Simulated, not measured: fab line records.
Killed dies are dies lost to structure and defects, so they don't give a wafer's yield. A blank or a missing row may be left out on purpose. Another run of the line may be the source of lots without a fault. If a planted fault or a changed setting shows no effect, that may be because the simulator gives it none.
The tool behind it: which one? || flow n5_finfet || 11 lots with 33 wafers sampled at 5 steps, on a route of 1938 steps

WHAT EACH GAUGE READ, for each wafer
N5_BEOL_M6_INSPECT_58: inspects for defects (darkfield). Usual: raw_defect_count at 72, with a standard deviation of 24.
{"lot": "L289", "measured": "day 9 05:31", "on": "defect_inspect-01", "raw_defect_count": "64 49 49", "flag": ""}
{"lot": "L288", "measured": "day 9 10:46", "on": "defect_inspect-02", "raw_defect_count": "81 86 107", "flag": ""}
{"lot": "L291", "measured": "day 9 20:34", "on": "defect_inspect-02", "raw_defect_count": "61 55 78", "flag": ""}
{"lot": "L294", "measured": "day 11 02:49", "on": "defect_inspect-01", "raw_defect_count": "67 65 81", "flag": ""}
{"lot": "L298", "measured": "day 11 09:41", "on": "defect_inspect-02", "raw_defect_count": "65 67 44", "flag": ""}
{"lot": "L300", "measured": "day 12 07:49", "on": "defect_inspect-02", "raw_defect_count": "107 74 73", "flag": ""}
{"lot": "L302", "measured": "day 12 16:06", "on": "defect_inspect-01", "raw_defect_count": "38 54 51", "flag": ""}
{"lot": "L303", "measured": "day 12 21:24", "on": "defect_inspect-02", "raw_defect_count": "103 70 86", "flag": ""}
{"lot": "L305", "measured": "day 13 06:16", "on": "defect_inspect-01", "raw_defect_count": "112 77 130", "flag": ""}
{"lot": "L306", "measured": "day 13 11:16", "on": "defect_inspect-02", "raw_defect_count": "73 63 58", "flag": ""}
{"lot": "L309", "measured": "day 14 04:41", "on": "defect_inspect-02", "raw_defect_count": "66 72 63", "flag": ""}

N5_BEOL_M7_THK_MEAS_01. Usual: M7_ILD_THK typically reads 154.6 nm, with standard deviation 2.
{"lot": "L289", "measured": "day 9 06:07", "on": "film_metro-01", "M7_ILD_THK (nm)": "153.3 155.5 157.4", "flag": ""}
{"lot": "L288", "measured": "day 9 11:25", "on": "film_metro-02", "M7_ILD_THK (nm)": "156.7 157.8 155.3", "flag": ""}
{"lot": "L291", "measured": "day 9 21:10", "on": "film_metro-02", "M7_ILD_THK (nm)": "154.0 155.9 154.4", "flag": ""}
{"lot": "L294", "measured": "day 11 03:26", "on": "film_metro-02", "M7_ILD_THK (nm)": "151.3 153.0 155.1", "flag": ""}
{"lot": "L298", "measured": "day 11 10:47", "on": "film_metro-02", "M7_ILD_THK (nm)": "150.8 154.1 153.0", "flag": ""}
{"lot": "L300", "measured": "day 12 08:31", "on": "film_metro-01", "M7_ILD_THK (nm)": "155.1 155.8 156.3", "flag": ""}
{"lot": "L302", "measured": "day 12 17:34", "on": "film_metro-02", "M7_ILD_THK (nm)": "154.4 155.9 155.5", "flag": ""}
{"lot": "L303", "measured": "day 12 22:31", "on": "film_metro-01", "M7_ILD_THK (nm)": "151.3 153.4 156.6", "flag": ""}
{"lot": "L305", "measured": "day 13 06:53", "on": "film_metro-01", "M7_ILD_THK (nm)": "156.3 156.5 157.7", "flag": ""}
{"lot": "L306", "measured": "day 13 11:52", "on": "film_metro-01", "M7_ILD_THK (nm)": "154.8 154.6 153.1", "flag": ""}
{"lot": "L309", "measured": "day 14 06:35", "on": "film_metro-01", "M7_ILD_THK (nm)": "153.0 153.0 154.2", "flag": ""}

N5_BEOL_M7_OVL_MEAS_29. Usual: V6_OVL typically reads -0.5 nm, with standard deviation 0.6.
{"lot": "L289", "measured": "day 9 08:01", "on": "overlay-01", "V6_OVL (nm)": "-0.8 0.4 -0.4", "flag": ""}
{"lot": "L288", "measured": "day 9 16:02", "on": "overlay-02", "V6_OVL (nm)": "-1.3 -1.0 -0.7", "flag": ""}
{"lot": "L291", "measured": "day 9 23:29", "on": "overlay-01", "V6_OVL (nm)": "0.3 -0.3 -0.2", "flag": ""}
{"lot": "L294", "measured": "day 11 05:18", "on": "overlay-02", "V6_OVL (nm)": "-1.2 -1.6 -1.7", "flag": ""}
{"lot": "L298", "measured": "day 11 14:35", "on": "overlay-02", "V6_OVL (nm)": "-0.5 0.0 -1.1", "flag": ""}
{"lot": "L300", "measured": "day 12 10:48", "on": "overlay-02", "V6_OVL (nm)": "0.2 -0.7 0.0", "flag": ""}
{"lot": "L302", "measured": "day 12 19:35", "on": "overlay-02", "V6_OVL (nm)": "10.1 10.4 10.3", "flag": "OFF"}
{"lot": "L303", "measured": "day 13 04:11", "on": "overlay-02", "V6_OVL (nm)": "9.4 10.0 9.3", "flag": "OFF"}
{"lot": "L305", "measured": "day 13 11:29", "on": "overlay-02", "V6_OVL (nm)": "-1.0 -0.6 -0.2", "flag": ""}
{"lot": "L306", "measured": "day 13 16:52", "on": "overlay-01", "V6_OVL (nm)": "-1.3 -1.3 -1.0", "flag": ""}
{"lot": "L309", "measured": "day 14 08:44", "on": "overlay-01", "V6_OVL (nm)": "-0.6 -0.3 -0.4", "flag": ""}

TOOL THAT RAN EACH LOT (tool first, then ch and the chambers of the sampled wafers, then the start)
{"lot": "L289", "N5_BEOL_M7_STRIP_67": "rie_diel-05 ch 2,3, day 9 07:28", "N5_BEOL_M7_EXPOSE_25": "euv_scanner-01 ch 0, day 9 07:52"}
{"lot": "L288", "N5_BEOL_M7_STRIP_67": "rie_diel-03 ch 2,3, day 9 14:02", "N5_BEOL_M7_EXPOSE_25": "euv_scanner-02 ch 0, day 9 15:52"}
{"lot": "L291", "N5_BEOL_M7_STRIP_67": "rie_diel-06 ch 0,3, day 9 22:41", "N5_BEOL_M7_EXPOSE_25": "euv_scanner-01 ch 0, day 9 23:20"}
{"lot": "L294", "N5_BEOL_M7_STRIP_67": "rie_diel-06 ch 0,1, day 11 04:31", "N5_BEOL_M7_EXPOSE_25": "euv_scanner-01 ch 0, day 11 05:08"}
{"lot": "L298", "N5_BEOL_M7_STRIP_67": "rie_diel-03 ch 0,1, day 11 12:52", "N5_BEOL_M7_EXPOSE_25": "euv_scanner-02 ch 0, day 11 14:26"}
{"lot": "L300", "N5_BEOL_M7_STRIP_67": "rie_diel-03 ch 2,3, day 12 10:05", "N5_BEOL_M7_EXPOSE_25": "euv_scanner-01 ch 0, day 12 10:38"}
{"lot": "L302", "N5_BEOL_M7_STRIP_67": "rie_diel-05 ch 1,2,3, day 12 18:55", "N5_BEOL_M7_EXPOSE_25": "euv_scanner-01 ch 0, day 12 19:25"}
{"lot": "L303", "N5_BEOL_M7_STRIP_67": "rie_diel-03 ch 0,1,3, day 13 01:10", "N5_BEOL_M7_EXPOSE_25": "euv_scanner-01 ch 0, day 13 04:02"}
{"lot": "L305", "N5_BEOL_M7_STRIP_67": "rie_diel-05 ch 1,3, day 13 08:57", "N5_BEOL_M7_EXPOSE_25": "euv_scanner-02 ch 0, day 13 11:20"}
{"lot": "L306", "N5_BEOL_M7_STRIP_67": "rie_diel-05 ch 0,1,3, day 13 13:31", "N5_BEOL_M7_EXPOSE_25": "euv_scanner-02 ch 0, day 13 16:42"}
{"lot": "L309", "N5_BEOL_M7_STRIP_67": "rie_diel-05 ch 0,3, day 14 08:10", "N5_BEOL_M7_EXPOSE_25": "euv_scanner-02 ch 0, day 14 08:34"}
- N5_BEOL_M7_STRIP_67: strips in CF4.
- N5_BEOL_M7_EXPOSE_25: exposes mask V6, target cd 40 nm.

WHAT THE TOOLS THEMSELVES READ (means of the sampled wafers that have a number; where no wafer has one, the mark that the record gives instead)
N5_BEOL_M7_STRIP_67. Usual: chamber_pressure_mTorr 50.00 mTorr, standard deviation 0.054; drypump_motor_current_A 5.38 A, standard deviation 0.27; oes_product_au 0.81 a.u., standard deviation 0.095; rf_vpp_V 271.4 V, standard deviation 1.4; showerhead_plenum_p_Torr 1.80 Torr, standard deviation 0.046; throttle_valve_pct 13.46 %, standard deviation 0.22.
{"lot": "L289", "tool": "rie_diel-05", "chamber_pressure_mTorr (mTorr)": 50.02, "drypump_motor_current_A (A)": 5.56, "oes_product_au (a.u.)": 0.87, "rf_vpp_V (V)": 271.3, "showerhead_plenum_p_Torr (Torr)": 1.80, "throttle_valve_pct (%)": 13.28, "flag": ""}
{"lot": "L288", "tool": "rie_diel-03", "chamber_pressure_mTorr (mTorr)": 50.01, "drypump_motor_current_A (A)": 5.20, "oes_product_au (a.u.)": 0.69, "rf_vpp_V (V)": 271.7, "showerhead_plenum_p_Torr (Torr)": 1.79, "throttle_valve_pct (%)": 13.88, "flag": ""}
{"lot": "L291", "tool": "rie_diel-06", "chamber_pressure_mTorr (mTorr)": 49.99, "drypump_motor_current_A (A)": 5.13, "oes_product_au (a.u.)": 0.72, "rf_vpp_V (V)": 272.1, "showerhead_plenum_p_Torr (Torr)": 1.83, "throttle_valve_pct (%)": 13.61, "flag": ""}
{"lot": "L294", "tool": "rie_diel-06", "chamber_pressure_mTorr (mTorr)": 50.01, "drypump_motor_current_A (A)": 5.30, "oes_product_au (a.u.)": 0.84, "rf_vpp_V (V)": 273.1, "showerhead_plenum_p_Torr (Torr)": 1.84, "throttle_valve_pct (%)": 13.39, "flag": ""}
{"lot": "L298", "tool": "rie_diel-03", "chamber_pressure_mTorr (mTorr)": 49.96, "drypump_motor_current_A (A)": 5.71, "oes_product_au (a.u.)": 0.73, "rf_vpp_V (V)": 272.9, "showerhead_plenum_p_Torr (Torr)": 1.81, "throttle_valve_pct (%)": 13.49, "flag": ""}
{"lot": "L300", "tool": "rie_diel-03", "chamber_pressure_mTorr (mTorr)": 49.99, "drypump_motor_current_A (A)": 5.24, "oes_product_au (a.u.)": 0.96, "rf_vpp_V (V)": 271.1, "showerhead_plenum_p_Torr (Torr)": 1.79, "throttle_valve_pct (%)": 13.33, "flag": ""}
{"lot": "L302", "tool": "rie_diel-05", "chamber_pressure_mTorr (mTorr)": 50.05, "drypump_motor_current_A (A)": 5.49, "oes_product_au (a.u.)": 0.82, "rf_vpp_V (V)": 270.9, "showerhead_plenum_p_Torr (Torr)": 1.78, "throttle_valve_pct (%)": 13.34, "flag": ""}
{"lot": "L303", "tool": "rie_diel-03", "chamber_pressure_mTorr (mTorr)": 50.00, "drypump_motor_current_A (A)": 5.45, "oes_product_au (a.u.)": 0.79, "rf_vpp_V (V)": 272.8, "showerhead_plenum_p_Torr (Torr)": 1.83, "throttle_valve_pct (%)": 13.49, "flag": ""}
{"lot": "L305", "tool": "rie_diel-05", "chamber_pressure_mTorr (mTorr)": 50.00, "drypump_motor_current_A (A)": 5.41, "oes_product_au (a.u.)": 0.81, "rf_vpp_V (V)": 269.7, "showerhead_plenum_p_Torr (Torr)": 1.75, "throttle_valve_pct (%)": 13.33, "flag": ""}
{"lot": "L306", "tool": "rie_diel-05", "chamber_pressure_mTorr (mTorr)": 50.03, "drypump_motor_current_A (A)": 5.25, "oes_product_au (a.u.)": 0.83, "rf_vpp_V (V)": 270.2, "showerhead_plenum_p_Torr (Torr)": 1.78, "throttle_valve_pct (%)": 13.45, "flag": ""}
{"lot": "L309", "tool": "rie_diel-05", "chamber_pressure_mTorr (mTorr)": 50.03, "drypump_motor_current_A (A)": 5.21, "oes_product_au (a.u.)": 0.77, "rf_vpp_V (V)": 271.5, "showerhead_plenum_p_Torr (Torr)": 1.78, "throttle_valve_pct (%)": 13.62, "flag": ""}

THE ANSWER, worked out from the rows above alone
Rule: take the mean of a lot's wafers that have a number; if it is more than 3 standard deviations from the usual mean, the lot is off. Also off: a lot with no number at a reading for which 4 or more lots have one. The other lots that the step has rows for count as sound. First the gauges in route order, then the tools' own readings, where a lot's mean is used as printed above. At the first step where some lot is off, the reading lying furthest off is the one used; lots without a number count as furthest.
Off: L302, L303, at N5_BEOL_M7_OVL_MEAS_29 (V6_OVL).
A tool fits if, at a process step before that reading, it ran every lot that is off, and no sound lot after the first of them. Gauges at N5_BEOL_M7_OVL_MEAS_29: tried the same way as those tools. One fits: N5_BEOL_M7_EXPOSE_25 on euv_scanner-01. A fault onset in the window from L300 (day 12 10:38, its last sound lot) to L302 (day 12 19:25, its first lot off) fits.

WHAT WAS PUT IN BY THE SIMULATOR
Scanner matching overlay: euv_scanner-01, from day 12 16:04 on, at N5_BEOL_M7_EXPOSE_25. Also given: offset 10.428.
Lots struck among those shown: L302, L303. Same finding as the rule above.
